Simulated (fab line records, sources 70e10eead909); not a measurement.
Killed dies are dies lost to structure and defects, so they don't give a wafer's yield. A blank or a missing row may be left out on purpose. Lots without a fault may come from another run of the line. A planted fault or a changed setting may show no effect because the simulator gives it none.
One fault seen from 2 desks | flow nand_harc | each desk has only its own numbers; what lay behind them comes last

THE METROLOGY DESK
What the gauges read, lot by lot, whatever tool the lot ran on: means of the sampled wafers that have a number. A lot is out of limits, marked OUT, if its mean lies more than 4 standard deviations from the usual mean; the brackets give that distance.
Columns: A = thk_nm at NHARC_A_ONON_D1_THK_MEAS_24, usual 1001 nm
lot  | first seen here | A
L640 | day 7 23:52     | 993
L641 | day 8 09:37     | 1001
L642 | day 9 03:58     | 995
L643 | day 9 07:30     | 992
L645 | day 10 09:23    | 992
L646 | day 11 01:44    | 1022
L648 | day 11 15:17    | 1007
L653 | day 13 10:26    | 944 (-5.7) OUT
L654 | day 14 04:51    | 972
L656 | day 15 05:09    | 995
L660 | day 16 12:55    | 1030
L661 | day 17 09:27    | 1005
L662 | day 17 18:52    | 1009
L663 | day 17 23:29    | 1007
This desk's finding: out of limits on L653; first on L653, day 13 10:26 (thk_nm at NHARC_A_ONON_D1_THK_MEAS_24). In limits: L640, L641, L642, L643, L645, L646, L648, L654, L656, L660, L661, L662, L663.

THE DEFECT DESK
What the inspections along the route counted, lot by lot: means of the sampled wafers that have a number. A lot is out of limits, marked OUT, if its mean lies more than 4 standard deviations from the usual mean; the brackets give that distance.
Columns: A = raw_defect_count at NHARC_A_SOURCE_PLATE_INSPECT_08, usual 56; B = raw_defect_count at NHARC_A_ONON_D1_INSPECT_32, usual 68
lot  | first seen here | A  | B
L640 | day 7 11:49     | 43 | 61
L641 | day 7 21:49     | 85 | 102
L642 | day 8 12:46     | 44 | 56
L643 | day 8 19:23     | 62 | 72
L645 | day 9 18:52     | 44 | 49
L646 | day 10 13:58    | 50 | 59
L648 | day 11 00:53    | 55 | 69
L653 | day 12 21:11    | 36 | 43
L654 | day 13 16:49    | 52 | 74
L656 | day 14 16:56    | 92 | 101
L660 | day 16 01:23    | 51 | 64
L661 | day 16 20:20    | 90 | 112
L662 | day 17 07:04    | 47 | 63
L663 | day 17 11:44    | 79 | 82
This desk's finding: nothing out of limits on any of the 14 lots.

PUT TOGETHER
The metrology desk could have raised an alarm at day 13 10:26, on L653.
The defect desk saw nothing out of limits.
The defect desk has L653 on record, within its limits.
Of the lots named, all ran NHARC_A_ONON_D1_DEP_22 on pecvd_onon-02.

WHAT THE SIMULATOR HAD PUT IN
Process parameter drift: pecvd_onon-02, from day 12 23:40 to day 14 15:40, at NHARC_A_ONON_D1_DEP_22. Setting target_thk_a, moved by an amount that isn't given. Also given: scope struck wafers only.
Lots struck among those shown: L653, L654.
Hours from the fault's start to each desk's first reading out of limits: the metrology desk, 11.
